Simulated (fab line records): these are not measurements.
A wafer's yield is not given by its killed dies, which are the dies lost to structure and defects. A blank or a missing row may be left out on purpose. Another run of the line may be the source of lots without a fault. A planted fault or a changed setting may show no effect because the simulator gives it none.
fab line records / flow nandHarc
record lots=14 wafers=42 lastDay=34
route steps=1302 shown P_CONTACT@233 P_M0@264 P_M1@295
lots untouched by any fault: they come from a run of this same line in which no faults occurred
startH: the number of hours between the record's first day and the start of the first shown wafer of the lot / waitH: time in hours since the lot's previous step / " the same as in the row above / L1.1+2: several wafers, shown together as one row / - no value present, or no start provided / * or withheld: withheld / < > ~ a bound
route shown NAME@n: NAME is a module with steps in the file, n the number in the route of the first one / usual: the fault-free wafers' mean and standard deviation / same: alike in all rows / chamber/n: place in a boat / sites: the reading at each site / _std_site: the standard deviation of these / _edge_site: outer sites' mean less inner sites' / radiusMm: how far each site lies from the wafer's centre / mask NAME#n: copy n / behind: the tool/chamber that last shaped the wafer / hold: why the lot was held/for how many hours/how that ended / device: the n, p or np transistor that did not switch / end of line: at the end of the route, the tests of the same wafers / for a step that has no rows: nothing shown but its recipe / killed: dies lost to structure and defects at the first sort, not the wafer's yield / map: dies across one wafer; x = killed, . = not, _ = none there
set.NAME: setting as actually run; set.NAME@STEP: the setting as run at that earlier step / model.NAME: the simulator's own value behind a step, which no gauge read
a sample of lots followed through the steps of the route, with each step as a table and each wafer as a row
## steps
# step NHARC_P_CONTACT_OVL_MEAS_13
# usual overlayXNm=-0.3/0.78 overlayYNm=0.0/0.78
lot.wafer=L711.1 tool=overlay-02 chamber=- startH=122.30 waitH=- overlayXNm=-0.6 overlayYNm=-0.1
lot.wafer=L711.2 tool=overlay-02 chamber=- startH=122.30 waitH=- overlayXNm=-0.6 overlayYNm=0.2
lot.wafer=L711.3 tool=overlay-02 chamber=- startH=122.30 waitH=- overlayXNm=-0.3 overlayYNm=0.0
lot.wafer=L712.1 tool=overlay-02 chamber=- startH=140.03 waitH=- overlayXNm=-0.5 overlayYNm=0.4
lot.wafer=L712.2 tool=overlay-02 chamber=- startH=140.03 waitH=- overlayXNm=-1.5 overlayYNm=0.1
lot.wafer=L712.4 tool=overlay-02 chamber=- startH=140.03 waitH=- overlayXNm=-0.8 overlayYNm=0.4
lot.wafer=L713.3 tool=overlay-02 chamber=- startH=141.83 waitH=- overlayXNm=-0.2 overlayYNm=0.0
lot.wafer=L713.5 tool=overlay-02 chamber=- startH=141.83 waitH=- overlayXNm=-1.0 overlayYNm=-0.5
lot.wafer=L713.6 tool=overlay-02 chamber=- startH=141.83 waitH=- overlayXNm=-1.0 overlayYNm=0.4
lot.wafer=L716.4 tool=overlay-02 chamber=- startH=167.08 waitH=- overlayXNm=0.9 overlayYNm=-0.9
lot.wafer=L716.5 tool=overlay-02 chamber=- startH=167.08 waitH=- overlayXNm=0.9 overlayYNm=-1.2
lot.wafer=L716.6 tool=overlay-02 chamber=- startH=167.08 waitH=- overlayXNm=0.4 overlayYNm=-0.8
lot.wafer=L717.1 tool=overlay-02 chamber=- startH=176.23 waitH=- overlayXNm=0.5 overlayYNm=0.4
lot.wafer=L717.2 tool=overlay-02 chamber=- startH=176.23 waitH=- overlayXNm=1.2 overlayYNm=0.3
lot.wafer=L717.4 tool=overlay-02 chamber=- startH=176.23 waitH=- overlayXNm=0.5 overlayYNm=-0.2
lot.wafer=L718.2 tool=overlay-01 chamber=- startH=192.75 waitH=- overlayXNm=-0.6 overlayYNm=-0.1
lot.wafer=L718.3 tool=overlay-01 chamber=- startH=192.75 waitH=- overlayXNm=-1.0 overlayYNm=-0.3
lot.wafer=L718.6 tool=overlay-01 chamber=- startH=192.75 waitH=- overlayXNm=-0.6 overlayYNm=-0.1
lot.wafer=L719.2 tool=overlay-02 chamber=- startH=192.92 waitH=- overlayXNm=-1.6 overlayYNm=0.2
lot.wafer=L719.5 tool=overlay-02 chamber=- startH=192.92 waitH=- overlayXNm=-1.2 overlayYNm=0.3
lot.wafer=L719.6 tool=overlay-02 chamber=- startH=192.92 waitH=- overlayXNm=-1.4 overlayYNm=0.3
lot.wafer=L728.1 tool=overlay-01 chamber=- startH=288.39 waitH=- overlayXNm=0.3 overlayYNm=-0.1
lot.wafer=L728.3 tool=overlay-01 chamber=- startH=288.39 waitH=- overlayXNm=0.0 overlayYNm=-0.5
lot.wafer=L728.4 tool=overlay-01 chamber=- startH=288.39 waitH=- overlayXNm=0.7 overlayYNm=0.1
lot.wafer=L729.1 tool=overlay-02 chamber=- startH=296.40 waitH=- overlayXNm=-0.6 overlayYNm=1.1
lot.wafer=L729.5 tool=overlay-02 chamber=- startH=296.40 waitH=- overlayXNm=-0.2 overlayYNm=0.5
lot.wafer=L729.6 tool=overlay-02 chamber=- startH=296.40 waitH=- overlayXNm=0.0 overlayYNm=0.9
lot.wafer=L730.1 tool=overlay-01 chamber=- startH=314.26 waitH=- overlayXNm=0.6 overlayYNm=-0.3
lot.wafer=L730.3 tool=overlay-01 chamber=- startH=314.26 waitH=- overlayXNm=0.2 overlayYNm=0.1
lot.wafer=L730.5 tool=overlay-01 chamber=- startH=314.26 waitH=- overlayXNm=0.1 overlayYNm=-0.2
lot.wafer=L731.3 tool=overlay-01 chamber=- startH=322.21 waitH=- overlayXNm=-1.2 overlayYNm=-1.1
lot.wafer=L731.4 tool=overlay-01 chamber=- startH=322.21 waitH=- overlayXNm=-1.0 overlayYNm=-1.0
lot.wafer=L731.5 tool=overlay-01 chamber=- startH=322.21 waitH=- overlayXNm=-0.3 overlayYNm=-1.3
lot.wafer=L733.3 tool=overlay-02 chamber=- startH=335.90 waitH=- overlayXNm=-1.3 overlayYNm=0.0
lot.wafer=L733.4 tool=overlay-02 chamber=- startH=335.90 waitH=- overlayXNm=-0.9 overlayYNm=0.1
lot.wafer=L733.5 tool=overlay-02 chamber=- startH=335.90 waitH=- overlayXNm=-1.2 overlayYNm=-0.3
lot.wafer=L732.1 tool=overlay-02 chamber=- startH=336.79 waitH=- overlayXNm=0.0 overlayYNm=0.1
lot.wafer=L732.4 tool=overlay-02 chamber=- startH=336.79 waitH=- overlayXNm=0.0 overlayYNm=-0.1
lot.wafer=L732.5 tool=overlay-02 chamber=- startH=336.79 waitH=- overlayXNm=0.2 overlayYNm=0.1
lot.wafer=L734.1 tool=overlay-01 chamber=- startH=346.07 waitH=- overlayXNm=-1.3 overlayYNm=0.9
lot.wafer=L734.4 tool=overlay-01 chamber=- startH=346.07 waitH=- overlayXNm=-1.1 overlayYNm=1.5
lot.wafer=L734.5 tool=overlay-01 chamber=- startH=346.07 waitH=- overlayXNm=-1.1 overlayYNm=1.3
# step NHARC_P_M0_OVL_MEAS_10
# recipe pitchNm=180
# usual overlayXNm=-0.1/0.65 overlayYNm=-0.3/0.73
lot.wafer=L711.1 tool=overlay-01 chamber=- startH=126.46 waitH=- overlayXNm=-0.3 overlayYNm=-0.4
lot.wafer=L711.2 tool=overlay-01 chamber=- startH=126.46 waitH=- overlayXNm=-0.6 overlayYNm=0.0
lot.wafer=L711.3 tool=overlay-01 chamber=- startH=126.46 waitH=- overlayXNm=-0.9 overlayYNm=-0.1
lot.wafer=L712.1 tool=overlay-01 chamber=- startH=144.19 waitH=- overlayXNm=-0.1 overlayYNm=0.1
lot.wafer=L712.2 tool=overlay-01 chamber=- startH=144.19 waitH=- overlayXNm=0.6 overlayYNm=0.0
lot.wafer=L712.4 tool=overlay-01 chamber=- startH=144.19 waitH=- overlayXNm=1.3 overlayYNm=-0.1
lot.wafer=L713.3 tool=overlay-01 chamber=- startH=146.00 waitH=- overlayXNm=-0.4 overlayYNm=-1.1
lot.wafer=L713.5 tool=overlay-01 chamber=- startH=146.00 waitH=- overlayXNm=-0.2 overlayYNm=-1.7
lot.wafer=L713.6 tool=overlay-01 chamber=- startH=146.00 waitH=- overlayXNm=-0.2 overlayYNm=-1.1
lot.wafer=L716.4 tool=overlay-01 chamber=- startH=171.16 waitH=- overlayXNm=-0.8 overlayYNm=0.5
lot.wafer=L716.5 tool=overlay-01 chamber=- startH=171.16 waitH=- overlayXNm=-0.4 overlayYNm=0.8
lot.wafer=L716.6 tool=overlay-01 chamber=- startH=171.16 waitH=- overlayXNm=-0.3 overlayYNm=1.0
lot.wafer=L717.1 tool=overlay-01 chamber=- startH=180.42 waitH=- overlayXNm=1.4 overlayYNm=-1.0
lot.wafer=L717.2 tool=overlay-01 chamber=- startH=180.42 waitH=- overlayXNm=1.1 overlayYNm=-1.1
lot.wafer=L717.4 tool=overlay-01 chamber=- startH=180.42 waitH=- overlayXNm=0.8 overlayYNm=-1.7
lot.wafer=L718.2 tool=overlay-01 chamber=- startH=197.38 waitH=- overlayXNm=0.1 overlayYNm=-0.7
lot.wafer=L718.3 tool=overlay-01 chamber=- startH=197.38 waitH=- overlayXNm=0.0 overlayYNm=-0.1
lot.wafer=L718.6 tool=overlay-01 chamber=- startH=197.38 waitH=- overlayXNm=0.0 overlayYNm=-0.6
lot.wafer=L719.2 tool=overlay-02 chamber=- startH=198.07 waitH=- overlayXNm=0.6 overlayYNm=0.0
lot.wafer=L719.5 tool=overlay-02 chamber=- startH=198.07 waitH=- overlayXNm=0.9 overlayYNm=0.2
lot.wafer=L719.6 tool=overlay-02 chamber=- startH=198.07 waitH=- overlayXNm=0.2 overlayYNm=-0.3
lot.wafer=L728.1 tool=overlay-01 chamber=- startH=292.96 waitH=- overlayXNm=0.3 overlayYNm=0.7
lot.wafer=L728.3 tool=overlay-01 chamber=- startH=292.96 waitH=- overlayXNm=0.6 overlayYNm=0.7
lot.wafer=L728.4 tool=overlay-01 chamber=- startH=292.96 waitH=- overlayXNm=0.3 overlayYNm=0.5
lot.wafer=L729.1 tool=overlay-01 chamber=- startH=300.53 waitH=- overlayXNm=-0.3 overlayYNm=-1.2
lot.wafer=L729.5 tool=overlay-01 chamber=- startH=300.53 waitH=- overlayXNm=-0.2 overlayYNm=-1.0
lot.wafer=L729.6 tool=overlay-01 chamber=- startH=300.53 waitH=- overlayXNm=-0.4 overlayYNm=-0.6
lot.wafer=L730.1 tool=overlay-01 chamber=- startH=318.46 waitH=- overlayXNm=-0.6 overlayYNm=-0.4
lot.wafer=L730.3 tool=overlay-01 chamber=- startH=318.46 waitH=- overlayXNm=-0.6 overlayYNm=0.2
lot.wafer=L730.5 tool=overlay-01 chamber=- startH=318.46 waitH=- overlayXNm=-0.7 overlayYNm=-0.1
lot.wafer=L731.3 tool=overlay-01 chamber=- startH=326.38 waitH=- overlayXNm=-0.1 overlayYNm=-1.1
lot.wafer=L731.4 tool=overlay-01 chamber=- startH=326.38 waitH=- overlayXNm=-0.1 overlayYNm=-1.6
lot.wafer=L731.5 tool=overlay-01 chamber=- startH=326.38 waitH=- overlayXNm=-0.4 overlayYNm=-1.6
lot.wafer=L733.3 tool=overlay-02 chamber=- startH=339.98 waitH=- overlayXNm=0.3 overlayYNm=-0.6
lot.wafer=L733.4 tool=overlay-02 chamber=- startH=339.98 waitH=- overlayXNm=0.2 overlayYNm=-0.9
lot.wafer=L733.5 tool=overlay-02 chamber=- startH=339.98 waitH=- overlayXNm=-0.1 overlayYNm=-0.6
lot.wafer=L732.1 tool=overlay-01 chamber=- startH=340.97 waitH=- overlayXNm=0.4 overlayYNm=0.0
lot.wafer=L732.4 tool=overlay-01 chamber=- startH=340.97 waitH=- overlayXNm=1.1 overlayYNm=0.2
lot.wafer=L732.5 tool=overlay-01 chamber=- startH=340.97 waitH=- overlayXNm=0.1 overlayYNm=0.3
lot.wafer=L734.1 tool=overlay-01 chamber=- startH=350.15 waitH=- overlayXNm=-0.4 overlayYNm=0.9
lot.wafer=L734.4 tool=overlay-01 chamber=- startH=350.15 waitH=- overlayXNm=-0.3 overlayYNm=0.5
lot.wafer=L734.5 tool=overlay-01 chamber=- startH=350.15 waitH=- overlayXNm=0.0 overlayYNm=0.5
# step NHARC_P_M0_ANNEAL_30
# recipe tempC=225 timeS=90
# usual annealTempC=225.05/0.16 annealTempCMax=226.24/0.24 wafer_temp_C_max=225.93/0.29
lot.wafer=L711.1 tool=rtpAnneal-01 chamber=0 startH=128.24 waitH=0.3 annealTempC=225.32 annealTempCMax=226.83 wafer_temp_C_max=226.15
lot.wafer=L711.2 tool=rtpAnneal-01 chamber=0 startH=128.24 waitH=0.3 annealTempC=225.08 annealTempCMax=226.42 wafer_temp_C_max=225.71
lot.wafer=L711.3 tool=rtpAnneal-01 chamber=0 startH=128.24 waitH=0.3 annealTempC=225.25 annealTempCMax=226.38 wafer_temp_C_max=226.23
lot.wafer=L712.1 tool=rtpAnneal-02 chamber=0 startH=145.96 waitH=0.3 annealTempC=224.98 annealTempCMax=226.02 wafer_temp_C_max=225.58
lot.wafer=L712.2 tool=rtpAnneal-02 chamber=0 startH=145.96 waitH=0.3 annealTempC=225.02 annealTempCMax=226.24 wafer_temp_C_max=225.60
lot.wafer=L712.4 tool=rtpAnneal-02 chamber=0 startH=145.96 waitH=0.3 annealTempC=224.97 annealTempCMax=225.93 wafer_temp_C_max=225.60
lot.wafer=L713.3 tool=rtpAnneal-02 chamber=0 startH=147.85 waitH=0.3 annealTempC=225.19 annealTempCMax=226.30 wafer_temp_C_max=225.44
lot.wafer=L713.5 tool=rtpAnneal-02 chamber=0 startH=147.85 waitH=0.3 annealTempC=225.10 annealTempCMax=226.14 wafer_temp_C_max=225.95
lot.wafer=L713.6 tool=rtpAnneal-02 chamber=0 startH=147.85 waitH=0.3 annealTempC=225.10 annealTempCMax=226.54 wafer_temp_C_max=225.62
lot.wafer=L716.4 tool=rtpAnneal-02 chamber=0 startH=173.05 waitH=- annealTempC=224.94 annealTempCMax=226.09 wafer_temp_C_max=225.61
lot.wafer=L716.5 tool=rtpAnneal-02 chamber=0 startH=173.05 waitH=- annealTempC=224.98 annealTempCMax=226.74 wafer_temp_C_max=225.61
lot.wafer=L716.6 tool=rtpAnneal-02 chamber=0 startH=173.05 waitH=- annealTempC=224.71 annealTempCMax=226.15 wafer_temp_C_max=225.76
lot.wafer=L717.1 tool=rtpAnneal-01 chamber=0 startH=182.21 waitH=0.3 annealTempC=224.83 annealTempCMax=225.97 wafer_temp_C_max=226.43
lot.wafer=L717.2 tool=rtpAnneal-01 chamber=0 startH=182.21 waitH=0.3 annealTempC=225.03 annealTempCMax=226.10 wafer_temp_C_max=225.84
lot.wafer=L717.4 tool=rtpAnneal-01 chamber=0 startH=182.21 waitH=0.3 annealTempC=224.87 annealTempCMax=226.09 wafer_temp_C_max=225.98
lot.wafer=L718.2 tool=rtpAnneal-02 chamber=0 startH=199.19 waitH=0.4 annealTempC=225.29 annealTempCMax=226.46 wafer_temp_C_max=225.68
lot.wafer=L718.3 tool=rtpAnneal-02 chamber=0 startH=199.19 waitH=0.4 annealTempC=225.11 annealTempCMax=226.15 wafer_temp_C_max=226.21
lot.wafer=L718.6 tool=rtpAnneal-02 chamber=0 startH=199.19 waitH=0.4 annealTempC=225.36 annealTempCMax=226.56 wafer_temp_C_max=225.80
lot.wafer=L719.2 tool=rtpAnneal-02 chamber=0 startH=199.88 waitH=0.4 annealTempC=225.17 annealTempCMax=226.57 wafer_temp_C_max=225.17
lot.wafer=L719.5 tool=rtpAnneal-02 chamber=0 startH=199.88 waitH=0.4 annealTempC=224.98 annealTempCMax=225.98 wafer_temp_C_max=226.09
lot.wafer=L719.6 tool=rtpAnneal-02 chamber=0 startH=199.88 waitH=0.4 annealTempC=225.13 annealTempCMax=226.30 wafer_temp_C_max=225.90
lot.wafer=L728.1 tool=rtpAnneal-02 chamber=- startH=294.82 waitH=0.3 annealTempC=- annealTempCMax=- wafer_temp_C_max=-
lot.wafer=L728.3 tool=rtpAnneal-02 chamber=- startH=294.82 waitH=0.3 annealTempC=- annealTempCMax=- wafer_temp_C_max=-
lot.wafer=L728.4 tool=rtpAnneal-02 chamber=- startH=294.82 waitH=0.3 annealTempC=- annealTempCMax=- wafer_temp_C_max=-
lot.wafer=L729.1 tool=rtpAnneal-01 chamber=- startH=302.28 waitH=0.3 annealTempC=- annealTempCMax=- wafer_temp_C_max=-
lot.wafer=L729.5 tool=rtpAnneal-01 chamber=- startH=302.28 waitH=0.3 annealTempC=- annealTempCMax=- wafer_temp_C_max=-
lot.wafer=L729.6 tool=rtpAnneal-01 chamber=- startH=302.28 waitH=0.3 annealTempC=- annealTempCMax=- wafer_temp_C_max=-
lot.wafer=L730.1 tool=rtpAnneal-01 chamber=0 startH=320.31 waitH=- annealTempC=225.10 annealTempCMax=226.21 wafer_temp_C_max=225.88
lot.wafer=L730.3 tool=rtpAnneal-01 chamber=0 startH=320.31 waitH=- annealTempC=225.09 annealTempCMax=226.21 wafer_temp_C_max=225.88
lot.wafer=L730.5 tool=rtpAnneal-01 chamber=0 startH=320.31 waitH=- annealTempC=225.09 annealTempCMax=226.03 wafer_temp_C_max=226.06
lot.wafer=L731.3 tool=rtpAnneal-01 chamber=0 startH=328.34 waitH=0.3 annealTempC=225.04 annealTempCMax=226.46 wafer_temp_C_max=226.35
lot.wafer=L731.4 tool=rtpAnneal-01 chamber=0 startH=328.34 waitH=0.3 annealTempC=224.80 annealTempCMax=226.09 wafer_temp_C_max=226.27
lot.wafer=L731.5 tool=rtpAnneal-01 chamber=0 startH=328.34 waitH=0.3 annealTempC=224.80 annealTempCMax=226.28 wafer_temp_C_max=226.32
lot.wafer=L733.3 tool=rtpAnneal-02 chamber=0 startH=342.08 waitH=0.3 annealTempC=224.91 annealTempCMax=226.16 wafer_temp_C_max=225.90
lot.wafer=L733.4 tool=rtpAnneal-02 chamber=0 startH=342.08 waitH=0.3 annealTempC=224.89 annealTempCMax=226.01 wafer_temp_C_max=225.99
lot.wafer=L733.5 tool=rtpAnneal-02 chamber=0 startH=342.08 waitH=0.3 annealTempC=224.67 annealTempCMax=225.79 wafer_temp_C_max=225.66
lot.wafer=L732.1 tool=rtpAnneal-02 chamber=0 startH=342.74 waitH=0.3 annealTempC=225.04 annealTempCMax=225.95 wafer_temp_C_max=226.16
lot.wafer=L732.4 tool=rtpAnneal-02 chamber=0 startH=342.74 waitH=0.3 annealTempC=225.31 annealTempCMax=226.52 wafer_temp_C_max=225.53
lot.wafer=L732.5 tool=rtpAnneal-02 chamber=0 startH=342.74 waitH=0.3 annealTempC=225.14 annealTempCMax=226.16 wafer_temp_C_max=225.71
lot.wafer=L734.1 tool=rtpAnneal-01 chamber=0 startH=352.58 waitH=- annealTempC=225.39 annealTempCMax=226.62 wafer_temp_C_max=225.95
lot.wafer=L734.4 tool=rtpAnneal-01 chamber=0 startH=352.58 waitH=- annealTempC=225.26 annealTempCMax=226.17 wafer_temp_C_max=225.88
lot.wafer=L734.5 tool=rtpAnneal-01 chamber=0 startH=352.58 waitH=- annealTempC=224.90 annealTempCMax=226.37 wafer_temp_C_max=226.16
# step NHARC_P_M1_CD_MEAS_09
# recipe targetCdNm=130 landingEnergyEv=500
# usual cdNm=130.2/0.57
# same landingEnergyEv=500
lot.wafer=L711.1 tool=cdSem-01 chamber=0 startH=130.46 waitH=- cdNm=129.5
lot.wafer=L711.2 tool=cdSem-01 chamber=0 startH=130.46 waitH=- cdNm=129.4
lot.wafer=L711.3 tool=cdSem-01 chamber=0 startH=130.46 waitH=- cdNm=129.4
lot.wafer=L712.1 tool=cdSem-01 chamber=0 startH=148.14 waitH=- cdNm=129.0
lot.wafer=L712.2 tool=cdSem-01 chamber=0 startH=148.14 waitH=- cdNm=129.7
lot.wafer=L712.4 tool=cdSem-01 chamber=0 startH=148.14 waitH=- cdNm=129.9
lot.wafer=L713.3 tool=cdSem-03 chamber=0 startH=149.84 waitH=- cdNm=129.8
lot.wafer=L713.5 tool=cdSem-03 chamber=0 startH=149.84 waitH=- cdNm=130.4
lot.wafer=L713.6 tool=cdSem-03 chamber=0 startH=149.84 waitH=- cdNm=130.3
lot.wafer=L716.4 tool=cdSem-01 chamber=0 startH=175.11 waitH=- cdNm=129.9
lot.wafer=L716.5 tool=cdSem-01 chamber=0 startH=175.11 waitH=- cdNm=130.0
lot.wafer=L716.6 tool=cdSem-01 chamber=0 startH=175.11 waitH=- cdNm=129.7
lot.wafer=L717.1 tool=cdSem-03 chamber=0 startH=184.30 waitH=- cdNm=129.6
lot.wafer=L717.2 tool=cdSem-03 chamber=0 startH=184.30 waitH=- cdNm=130.5
lot.wafer=L717.4 tool=cdSem-03 chamber=0 startH=184.30 waitH=- cdNm=130.2
lot.wafer=L718.2 tool=cdSem-02 chamber=0 startH=201.35 waitH=- cdNm=129.8
lot.wafer=L718.3 tool=cdSem-02 chamber=0 startH=201.35 waitH=- cdNm=129.7
lot.wafer=L718.6 tool=cdSem-02 chamber=0 startH=201.35 waitH=- cdNm=129.1
lot.wafer=L719.2 tool=cdSem-01 chamber=0 startH=202.04 waitH=- cdNm=130.6
lot.wafer=L719.5 tool=cdSem-01 chamber=0 startH=202.04 waitH=- cdNm=130.9
lot.wafer=L719.6 tool=cdSem-01 chamber=0 startH=202.04 waitH=- cdNm=131.4
lot.wafer=L728.1 tool=cdSem-03 chamber=0 startH=297.01 waitH=- cdNm=130.5
lot.wafer=L728.3 tool=cdSem-03 chamber=0 startH=297.01 waitH=- cdNm=130.1
lot.wafer=L728.4 tool=cdSem-03 chamber=0 startH=297.01 waitH=- cdNm=130.4
lot.wafer=L729.1 tool=cdSem-03 chamber=0 startH=304.49 waitH=- cdNm=130.2
lot.wafer=L729.5 tool=cdSem-03 chamber=0 startH=304.49 waitH=- cdNm=129.7
lot.wafer=L729.6 tool=cdSem-03 chamber=0 startH=304.49 waitH=- cdNm=130.2
lot.wafer=L730.1 tool=cdSem-03 chamber=0 startH=322.51 waitH=- cdNm=130.0
lot.wafer=L730.3 tool=cdSem-03 chamber=0 startH=322.51 waitH=- cdNm=129.8
lot.wafer=L730.5 tool=cdSem-03 chamber=0 startH=322.51 waitH=- cdNm=129.7
lot.wafer=L731.3 tool=cdSem-01 chamber=0 startH=330.43 waitH=- cdNm=130.3
lot.wafer=L731.4 tool=cdSem-01 chamber=0 startH=330.43 waitH=- cdNm=130.3
lot.wafer=L731.5 tool=cdSem-01 chamber=0 startH=330.43 waitH=- cdNm=130.3
lot.wafer=L733.3 tool=cdSem-02 chamber=0 startH=344.20 waitH=- cdNm=130.4
lot.wafer=L733.4 tool=cdSem-02 chamber=0 startH=344.20 waitH=- cdNm=130.6
lot.wafer=L733.5 tool=cdSem-02 chamber=0 startH=344.20 waitH=- cdNm=130.2
lot.wafer=L732.1 tool=cdSem-02 chamber=0 startH=344.97 waitH=- cdNm=130.3
lot.wafer=L732.4 tool=cdSem-02 chamber=0 startH=344.97 waitH=- cdNm=129.9
lot.wafer=L732.5 tool=cdSem-02 chamber=0 startH=344.97 waitH=- cdNm=129.6
lot.wafer=L734.1 tool=cdSem-01 chamber=0 startH=354.76 waitH=- cdNm=129.2
lot.wafer=L734.4 tool=cdSem-01 chamber=0 startH=354.76 waitH=- cdNm=129.8
lot.wafer=L734.5 tool=cdSem-01 chamber=0 startH=354.76 waitH=- cdNm=129.7
## key
firstSign step=NHARC_P_M0_ANNEAL_30 reading=toolRecord direction=missing
effect none on later readings
metAt NHARC_P_M0_ANNEAL_30
struckLots L728,L729
sortLeftOut L728.1,L728.3,L728.4,L729.1,L729.5,L729.6
notActingAt NHARC_P_CONTACT_OVL_MEAS_13,NHARC_P_M0_OVL_MEAS_10,NHARC_P_M1_CD_MEAS_09
onsetBetween 199.88 294.82
fault kind=skippedStepWhole tool=rtpAnneal-01,rtpAnneal-02 chamber=- onsetH=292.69 steps=NHARC_P_M0_ANNEAL_30 scope=struckLotsOnly
# sortLeftOut: the simulated sort isn't trusted on such a fault, so these wafers' sort isn't shown, and their yield isn't known
